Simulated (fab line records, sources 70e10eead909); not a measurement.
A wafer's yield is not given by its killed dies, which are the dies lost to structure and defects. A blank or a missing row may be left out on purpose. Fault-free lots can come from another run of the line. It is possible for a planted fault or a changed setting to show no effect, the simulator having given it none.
Which tool was responsible? | flow nandHarc | Sampling: 14 lots, 42 wafers, 6 of 1159 route steps

## WHAT THE GAUGES READ, wafer by wafer
NHARC_P_BONDPAD_THK_MEAS_20: measures by xrf. Usual: thkNm reads 160.0 nm (standard deviation 1.5).
lot  | measured     | on           | thkNm (nm)        | flag
L379 | day 6 01:42  | filmMetro-02 | 160.9 162.6 160.4 | 
L380 | day 6 10:58  | filmMetro-01 | 160.2 160.1 159.4 | 
L382 | day 7 09:13  | filmMetro-01 | 158.9 160.3 159.2 | 
L384 | day 7 09:55  | filmMetro-02 | 156.7 157.5 158.1 | 
L383 | day 7 16:35  | filmMetro-02 | 160.6 162.4 158.9 | 
L386 | day 8 06:38  | filmMetro-01 | 162.8 161.7 160.2 | 
L385 | day 8 07:02  | filmMetro-02 | 161.2 160.6 162.4 | 
L389 | day 9 05:07  | filmMetro-01 | 160.9 158.1 156.6 | 
L391 | day 10 10:51 | filmMetro-01 | 159.4 159.6 159.7 | 
L393 | day 10 12:16 | filmMetro-01 | 160.4 162.2 160.7 | 
L395 | day 10 18:55 | filmMetro-01 | 161.5 158.8 161.0 | 
L397 | day 10 21:17 | filmMetro-01 | 158.9 159.2 160.4 | 
L398 | day 11 05:23 | filmMetro-01 | 161.4 161.5 162.0 | 
L400 | day 11 21:43 | filmMetro-02 | 158.2 160.9 158.2 | 

NHARC_A_START_INSPECT_01. Usual: rawDefectCount reads 3.7 (standard deviation 1.8).
lot  | measured     | on               | rawDefectCount | flag
L379 | day 6 02:24  | defectInspect-01 | 5 4 6          | 
L380 | day 6 11:40  | defectInspect-01 | 3 3 5          | 
L382 | day 7 09:53  | defectInspect-01 | 4 4 5          | 
L384 | day 7 10:35  | defectInspect-01 | 2 3 6          | 
L383 | day 7 17:16  | defectInspect-01 | 2 2 6          | 
L386 | day 8 07:19  | defectInspect-01 | 7 4 4          | 
L385 | day 8 07:43  | defectInspect-02 | 6 6 2          | 
L389 | day 9 05:47  | defectInspect-02 | 4 3 4          | 
L391 | day 10 11:31 | defectInspect-01 | 4 1 0          | 
L393 | day 10 12:56 | defectInspect-01 | 5 1 6          | 
L395 | day 10 19:36 | defectInspect-01 | 5 3 8          | 
L397 | day 10 21:59 | defectInspect-02 | 5 6 7          | 
L398 | day 11 06:04 | defectInspect-01 | 5 1 6          | 
L400 | day 11 22:25 | defectInspect-02 | 4 4 3          | 

NHARC_A_ONON_D1_THK_MEAS_08: measures by ellipsometry. Usual: thkNm reads 999 nm (standard deviation 11).
lot  | measured     | on           | thkNm (nm)     | flag
L379 | day 7 09:54  | filmMetro-02 | 988 987 987    | 
L380 | day 7 10:15  | filmMetro-02 | 991 993 991    | 
L382 | day 8 08:53  | filmMetro-02 | 1008 1009 1009 | 
L384 | day 8 08:54  | filmMetro-01 | 986 988 987    | 
L383 | day 8 18:02  | filmMetro-02 | 1000 999 1000  | 
L386 | day 9 07:56  | filmMetro-02 | 1002 1004 1002 | 
L385 | day 9 07:56  | filmMetro-01 | 998 997 997    | 
L389 | day 10 06:28 | filmMetro-02 | 1019 1019 1020 | 
L391 | day 11 12:00 | filmMetro-01 | 977 977 977    | 
L393 | day 11 11:39 | filmMetro-01 | 1006 1007 1007 | 
L395 | day 11 19:38 | filmMetro-01 | 1013 1013 1012 | 
L397 | day 11 19:48 | filmMetro-01 | 998 999 997    | 
L398 | day 12 07:10 | filmMetro-01 | 1008 1007 1006 | 
L400 | day 12 23:22 | filmMetro-02 | 989 987 987    | 

NHARC_A_ONON_D1_THK_MEAS_24: measures by ellipsometry. Usual: thkNm reads 998 nm (standard deviation 9.5).
lot  | measured     | on           | thkNm (nm)     | flag
L379 | day 8 00:29  | filmMetro-01 | 1003 1004 1004 | 
L380 | day 8 00:29  | filmMetro-02 | 998 998 998    | 
L382 | day 8 18:13  | filmMetro-01 | 1006 1007 1006 | 
L384 | day 8 18:13  | filmMetro-02 | 1001 1001 1000 | 
L383 | day 9 03:27  | filmMetro-01 | 1003 1003 1004 | 
L386 | day 9 19:08  | filmMetro-02 | 1004 1002 1002 | 
L385 | day 9 19:09  | filmMetro-01 | 1004 1004 1005 | 
L389 | day 10 15:50 | filmMetro-02 | 996 999 997    | 
L391 | day 11 22:11 | filmMetro-02 | 409 408 411    | OFF
L393 | day 11 21:55 | filmMetro-02 | 995 997 998    | 
L395 | day 12 08:13 | filmMetro-02 | 388 389 386    | OFF
L397 | day 12 08:13 | filmMetro-01 | 978 979 978    | 
L398 | day 12 17:56 | filmMetro-02 | 989 989 991    | 
L400 | day 13 08:57 | filmMetro-02 | 988 989 989    | 

NHARC_END_SORT_01. Usual: killedAtArray 29, standard deviation 10; killedAtOther 0.7, standard deviation 1.1; killedAtPeriphery 3.3, standard deviation 2.4; killedDies 33, standard deviation 11; killedOpen 3.3, standard deviation 2; killedShort 1.9, standard deviation 1.3.
lot  | measured     | on        | killedAtArray | killedAtOther | killedAtPeriphery | killedDies  | killedOpen | killedShort | flag
L391 | day 23 12:43 | prober-01 | 666 666 671   | 3 5 1         | 8 6 5             | 677 677 677 | 4 3 3      | 2 2 2       | OFF
L395 | day 24 05:45 | prober-02 | 675 672 670   | 0 3 0         | 2 2 7             | 677 677 677 | 1 4 5      | 3 3 1       | OFF

## TOOL THAT RAN EACH LOT (tool first, then ch and the chambers of the sampled wafers, then the start)
lot  | NHARC_A_ONON_D1_DEP_22
L379 | pecvdOnon-03 ch 0, day 7 23:59
L380 | pecvdOnon-02 ch 0, day 7 23:58
L382 | pecvdOnon-03 ch 0, day 8 17:43
L384 | pecvdOnon-02 ch 0, day 8 17:46
L383 | pecvdOnon-01 ch 0, day 9 03:04
L386 | pecvdOnon-01 ch 0, day 9 18:44
L385 | pecvdOnon-03 ch 0, day 9 18:41
L389 | pecvdOnon-01 ch 0, day 10 15:20
L391 | pecvdOnon-03 ch 0, day 11 21:41
L393 | pecvdOnon-01 ch 0, day 11 21:23
L395 | pecvdOnon-03 ch 0, day 12 07:43
L397 | pecvdOnon-02 ch 0, day 12 07:43
L398 | pecvdOnon-01 ch 0, day 12 17:25
L400 | pecvdOnon-01 ch 0, day 13 08:34
- NHARC_A_ONON_D1_DEP_22: target thk 1000 nm.

## WHAT THE TOOLS THEMSELVES READ (means of the sampled wafers that have a number; where no wafer has one, the mark that the record gives instead)
NHARC_A_ONON_D1_DEP_22. Usual: n2FlowSccm reads 2750 sccm (standard deviation 8.1).
lot  | tool         | n2FlowSccm (sccm) | flag
L379 | pecvdOnon-03 | 2754              | 
L380 | pecvdOnon-02 | 2752              | 
L382 | pecvdOnon-03 | 2738              | 
L384 | pecvdOnon-02 | 2759              | 
L383 | pecvdOnon-01 | 2750              | 
L386 | pecvdOnon-01 | 2758              | 
L385 | pecvdOnon-03 | 2750              | 
L389 | pecvdOnon-01 | 2748              | 
L391 | pecvdOnon-03 | 2748              | 
L393 | pecvdOnon-01 | 2761              | 
L395 | pecvdOnon-03 | 2737              | 
L397 | pecvdOnon-02 | 2751              | 
L398 | pecvdOnon-01 | 2747              | 
L400 | pecvdOnon-01 | 2749              | 

## THE ANSWER, worked out from the rows above alone
Rule: a lot counts as off when the mean over its wafers that have a number is more than 3 standard deviations away from the usual mean. A lot without any number at a reading at which 4 lots or more have one is off too. Any other lot the step has rows for is counted as sound. The gauges are gone through in route order, then the tools' own readings, and for those a lot's mean is taken as printed above. The first step at which some lot is off is used, and at that step the reading that is off furthest; a lot without a number counts as furthest.
Off, at NHARC_A_ONON_D1_THK_MEAS_24 on thkNm: L391, L395.
A tool fits if, at a process step before that reading, it ran every lot that is off, and no sound lot after the first of them. The gauges at NHARC_A_ONON_D1_THK_MEAS_24 aren't tried: what is off there is off at NHARC_END_SORT_01 too, on other tools, and a gauge's error can't cause that. One candidate fits, namely pecvdOnon-03 at NHARC_A_ONON_D1_DEP_22. Its last sound lot is L385 (day 9 18:41), its first lot that is off L391 (day 11 21:41): a fault that began between those two fits.

## WHAT THE SIMULATOR HAD PUT IN
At NHARC_A_ONON_D1_DEP_22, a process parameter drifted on pecvdOnon-03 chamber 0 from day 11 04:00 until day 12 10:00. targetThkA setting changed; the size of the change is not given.
Shown lots that were struck: L391, L395. This agrees with what the rule above found.
